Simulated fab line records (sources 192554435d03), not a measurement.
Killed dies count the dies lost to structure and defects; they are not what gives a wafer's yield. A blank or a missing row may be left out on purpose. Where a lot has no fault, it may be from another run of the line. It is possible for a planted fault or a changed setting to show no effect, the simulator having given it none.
Which tool did it? + flow n5_finfet + 10 lots with 30 wafers sampled at 5 steps, on a route of 1938 steps

## WHAT EACH GAUGE READ, for each wafer
Not one reading of a measure or inspect step in the record can be checked against a usual standard deviation.

## EACH LOT AND THE TOOL THAT RAN IT (in order: tool; ch and the chambers of the sampled wafers; start)
| lot  | N5_BEOL_M15_SPUTTER_45       | N5_PASSIVATION_PASS_ETCH_74        | N5_PASSIVATION_PRE_CLEAN_19  | N5_PASSIVATION_PASS_ETCH_47        | N5_PASSIVATION_PROBE_49 |
|------|------------------------------|------------------------------------|------------------------------|------------------------------------|-------------------------|
| L631 | pvd_sputter-03, day 11 03:05 | rie_diel-05 ch 1,2,3, day 11 11:48 | pvd_sputter-03, day 11 12:40 | rie_diel-02 ch 0,2, day 11 15:20   | -                       |
| L635 | pvd_sputter-01, day 12 04:12 | rie_diel-04 ch 0,1,3, day 12 11:19 | pvd_sputter-03, day 12 12:04 | rie_diel-01 ch 1,2, day 12 15:15   | -                       |
| L634 | pvd_sputter-03, day 12 06:05 | rie_diel-03 ch 0,1,3, day 12 17:04 | pvd_sputter-03, day 12 17:59 | rie_diel-02 ch 0,1,3, day 12 21:05 | -                       |
| L642 | pvd_sputter-01, day 14 08:33 | rie_diel-05 ch 1,3, day 14 20:14   | pvd_sputter-02, day 14 21:17 | rie_diel-01 ch 0,2,3, day 15 00:34 | prober-02, day 15 03:38 |
| L646 | pvd_sputter-02, day 15 03:19 | rie_diel-04 ch 2,3, day 15 10:43   | pvd_sputter-03, day 15 11:20 | rie_diel-02 ch 1,2,3, day 15 14:03 | -                       |
| L643 | pvd_sputter-02, day 15 04:52 | rie_diel-05 ch 1,3, day 15 13:08   | pvd_sputter-02, day 15 14:19 | rie_diel-01 ch 0,2,3, day 15 17:29 | prober-02, day 15 20:36 |
| L647 | pvd_sputter-02, day 15 16:02 | rie_diel-03 ch 0,1, day 16 01:13   | pvd_sputter-02, day 16 02:17 | rie_diel-02 ch 2,3, day 16 05:12   | -                       |
| L650 | pvd_sputter-02, day 16 06:39 | rie_diel-03 ch 1,2,3, day 16 14:26 | pvd_sputter-01, day 16 15:20 | rie_diel-01 ch 0,2,3, day 16 17:58 | prober-02, day 16 21:04 |
| L649 | pvd_sputter-01, day 16 16:04 | rie_diel-05 ch 0,1,2, day 17 00:17 | pvd_sputter-02, day 17 02:55 | rie_diel-02 ch 2,3, day 17 05:37   | prober-02, day 17 08:37 |
| L653 | pvd_sputter-02, day 17 03:55 | rie_diel-04 ch 0,1,3, day 17 13:08 | pvd_sputter-02, day 17 14:11 | rie_diel-01 ch 0,2,3, day 17 17:47 | prober-02, day 17 20:48 |
- N5_BEOL_M15_SPUTTER_45: material Cu, target thk 100 nm, time 16.67 s.
- N5_PASSIVATION_PASS_ETCH_74: etches SiNx in CF4/O2, target depth 220 nm, time 110 s.
- N5_PASSIVATION_PRE_CLEAN_19
- N5_PASSIVATION_PASS_ETCH_47: etches SiNx in CF4/O2, target depth 770 nm, time 385 s.
- N5_PASSIVATION_PROBE_49

## AS READ BY THE TOOLS THEMSELVES (means over the sampled wafers that have a number; for cases with no such wafer, the mark the record gives instead)
N5_BEOL_M15_SPUTTER_45. Usual: 30.1 % for throttle_valve_pct, sd 0.66.
| lot  | tool           | throttle_valve_pct (%) | flag |
|------|----------------|------------------------|------|
| L631 | pvd_sputter-03 | 29.8                   |      |
| L635 | pvd_sputter-01 | 30.0                   |      |
| L634 | pvd_sputter-03 | 29.9                   |      |
| L642 | pvd_sputter-01 | 30.6                   |      |
| L646 | pvd_sputter-02 | 29.7                   |      |
| L643 | pvd_sputter-02 | 29.9                   |      |
| L647 | pvd_sputter-02 | 30.0                   |      |
| L650 | pvd_sputter-02 | 29.8                   |      |
| L649 | pvd_sputter-01 | 29.9                   |      |
| L653 | pvd_sputter-02 | 30.0                   |      |

N5_PASSIVATION_PASS_ETCH_74. Usual: bias_w 48.98 W, standard deviation 0.13; drypump_motor_current_A 5.85 A, standard deviation 0.24; oes_ar_750_au 0.79 a.u., standard deviation 0.086; oes_product_au 0.79 a.u., standard deviation 0.087; rf_vpp_V 239 V, standard deviation 4.6; showerhead_plenum_p_Torr 2.21 Torr, standard deviation 0.087; throttle_valve_pct 16.05 %, standard deviation 0.26.
| lot  | tool        | bias_w (W) | drypump_motor_current_A (A) | oes_ar_750_au (a.u.) | oes_product_au (a.u.) | rf_vpp_V (V) | showerhead_plenum_p_Torr (Torr) | throttle_valve_pct (%) | flag |
|------|-------------|------------|-----------------------------|----------------------|-----------------------|--------------|---------------------------------|------------------------|------|
| L631 | rie_diel-05 | 49.03      | 5.82                        | 0.85                 | 0.84                  | 235          | 2.21                            | 16.00                  |      |
| L635 | rie_diel-04 | 49.04      | 5.89                        | 0.75                 | 0.75                  | 239          | 2.15                            | 16.09                  |      |
| L634 | rie_diel-03 | 48.91      | 5.87                        | 0.78                 | 0.78                  | 244          | 2.21                            | 16.06                  |      |
| L642 | rie_diel-05 | 48.99      | 5.90                        | 0.78                 | 0.78                  | 236          | 2.13                            | 16.07                  |      |
| L646 | rie_diel-04 | 49.02      | 6.04                        | 0.75                 | 0.73                  | 239          | 2.23                            | 16.18                  |      |
| L643 | rie_diel-05 | 49.02      | 5.88                        | 0.77                 | 0.77                  | 237          | 2.12                            | 16.10                  |      |
| L647 | rie_diel-03 | 48.89      | 6.06                        | 0.69                 | 0.69                  | 244          | 2.15                            | 16.32                  |      |
| L650 | rie_diel-03 | 48.93      | 5.68                        | 0.76                 | 0.76                  | 243          | 2.23                            | 16.08                  |      |
| L649 | rie_diel-05 | 49.03      | 5.76                        | 0.86                 | 0.85                  | 235          | 2.21                            | 15.99                  |      |
| L653 | rie_diel-04 | 48.93      | 5.91                        | 0.72                 | 0.72                  | 238          | 2.13                            | 16.15                  |      |

N5_PASSIVATION_PRE_CLEAN_19. Usual: 439 W for heater_power_w, sd 42.
| lot  | tool           | heater_power_w (W) | flag |
|------|----------------|--------------------|------|
| L631 | pvd_sputter-03 | 472                |      |
| L635 | pvd_sputter-03 | 450                |      |
| L634 | pvd_sputter-03 | 449                |      |
| L642 | pvd_sputter-02 | 422                |      |
| L646 | pvd_sputter-03 | 442                |      |
| L643 | pvd_sputter-02 | 417                |      |
| L647 | pvd_sputter-02 | 413                |      |
| L650 | pvd_sputter-01 | 424                |      |
| L649 | pvd_sputter-02 | 396                |      |
| L653 | pvd_sputter-02 | 465                |      |

N5_PASSIVATION_PASS_ETCH_47. Usual: bias_w 48.99 W, standard deviation 0.15; drypump_motor_current_A 5.7 A, standard deviation 0.47; oes_ar_750_au 0.82 a.u., standard deviation 0.063; oes_product_au 0.81 a.u., standard deviation 0.066; rf_vpp_V 238 V, standard deviation 5; showerhead_plenum_p_Torr 2.19 Torr, standard deviation 0.076; throttle_valve_pct 15.85 %, standard deviation 0.19.
| lot  | tool        | bias_w (W) | drypump_motor_current_A (A) | oes_ar_750_au (a.u.) | oes_product_au (a.u.) | rf_vpp_V (V) | showerhead_plenum_p_Torr (Torr) | throttle_valve_pct (%) | flag |
|------|-------------|------------|-----------------------------|----------------------|-----------------------|--------------|---------------------------------|------------------------|------|
| L631 | rie_diel-02 | 48.99      | 5.6                         | 0.86                 | 0.84                  | 238          | 2.30                            | 15.80                  |      |
| L635 | rie_diel-01 | 48.90      | 5.8                         | 0.81                 | 0.81                  | 239          | 2.20                            | 15.96                  |      |
| L634 | rie_diel-02 | 49.13      | 6.0                         | 0.82                 | 0.82                  | 234          | 2.20                            | 15.85                  |      |
| L642 | rie_diel-01 | 48.76      | 5.4                         | 0.87                 | 0.87                  | 242          | 2.18                            | 15.65                  |      |
| L646 | rie_diel-02 | 49.07      | 6.1                         | 0.80                 | 0.80                  | 238          | 2.17                            | 15.86                  |      |
| L643 | rie_diel-01 | 49.06      | 5.4                         | 0.85                 | 0.86                  | 242          | 2.18                            | 15.67                  |      |
| L647 | rie_diel-02 | 48.89      | 6.0                         | 0.82                 | 0.83                  | 239          | 2.18                            | 15.88                  |      |
| L650 | rie_diel-01 | 49.01      | 5.4                         | 0.84                 | 0.85                  | 242          | 2.18                            | 15.70                  |      |
| L649 | rie_diel-02 | 49.11      | 6.0                         | 0.82                 | 0.82                  | 240          | 2.17                            | 15.89                  |      |
| L653 | rie_diel-01 | 49.02      | 5.4                         | 0.82                 | 0.83                  | 241          | 2.17                            | 15.71                  |      |

N5_PASSIVATION_PROBE_49. Usual: defect_limited_yield 91.0 %, standard deviation 1.5; killed_at_M0_to_M3 34, standard deviation 11; killed_at_M4_up 14, standard deviation 5.3; killed_at_contacts 13, standard deviation 7; killed_at_front_end 41, standard deviation 13; killed_at_other 4, standard deviation 3.1; killed_dies 106, standard deviation 17; killed_on_rim 14, standard deviation 3.9; killed_open 70, standard deviation 12; killed_short 35, standard deviation 8; sort_bin_5_function 5.2 %, standard deviation 0.98; sort_bin_6_memory 3.4 %, standard deviation 0.69; sort_n_pass 1074, standard deviation 17; sort_yield_pct 91.0 %, standard deviation 1.5.
| lot  | tool      | defect_limited_yield (%) | killed_at_M0_to_M3 | killed_at_M4_up | killed_at_contacts | killed_at_front_end | killed_at_other | killed_dies | killed_on_rim | killed_open | killed_short | sort_bin_5_function (%) | sort_bin_6_memory (%) | sort_n_pass | sort_yield_pct (%) | flag |
|------|-----------|--------------------------|--------------------|-----------------|--------------------|---------------------|-----------------|-------------|---------------|-------------|--------------|-------------------------|-----------------------|-------------|--------------------|------|
| L642 | prober-02 | 91.0                     | 16                 | 13              | 22                 | 48                  | 6               | 106         | 13            | 66          | 38           | 4.5                     | 4.1                   | 1074        | 91.0               |      |
| L643 | prober-02 | 91.9                     | 30                 | 11              | 11                 | 38                  | 6               | 96          | 14            | 62          | 34           | 4.7                     | 3.2                   | 1084        | 91.9               |      |
| L650 | prober-02 | 92.7                     | 28                 | 15              | 17                 | 25                  | 1               | 86          | 10            | 60          | 26           | 4.7                     | 2.4                   | 1094        | 92.7               |      |
| L649 | prober-02 | 84.7                     | 37                 | 9               | 15                 | 35                  | 84              | 180         | 30            | 64          | 38           | 9.3                     | 3.7                   | 1000        | 84.7               | OFF  |
| L653 | prober-02 | 82.5                     | 50                 | 9               | 9                  | 29                  | 110             | 207         | 29            | 67          | 29           | 10.9                    | 3.7                   | 973         | 82.5               | OFF  |

## THE ANSWER, worked out from the rows above alone
Rule: a lot counts as off when the mean over its wafers that have a number is more than 3 standard deviations away from the usual mean. A lot without any number at a reading at which 4 lots or more have one is off too. The other lots that the step has rows for count as sound. After the gauges, taken in route order, come the tools' own readings; for these a lot's mean is taken, as printed above. The first step at which some lot is off is used, and at that step the reading that is off furthest; a lot without a number counts as furthest.
Off: L649, L653 (N5_PASSIVATION_PROBE_49, killed_at_other). Neither off nor sound, because the step has no rows for them: L631, L635, L634, L646, L647.
A tool fits if, at that step or a process step before it, it ran every lot that is off, and no sound lot after the first of them. 2 tools fit, pvd_sputter-02 at N5_PASSIVATION_PRE_CLEAN_19 and prober-02 at N5_PASSIVATION_PROBE_49, so this cannot tell which one it is.

## WHAT WAS PUT IN BY THE SIMULATOR
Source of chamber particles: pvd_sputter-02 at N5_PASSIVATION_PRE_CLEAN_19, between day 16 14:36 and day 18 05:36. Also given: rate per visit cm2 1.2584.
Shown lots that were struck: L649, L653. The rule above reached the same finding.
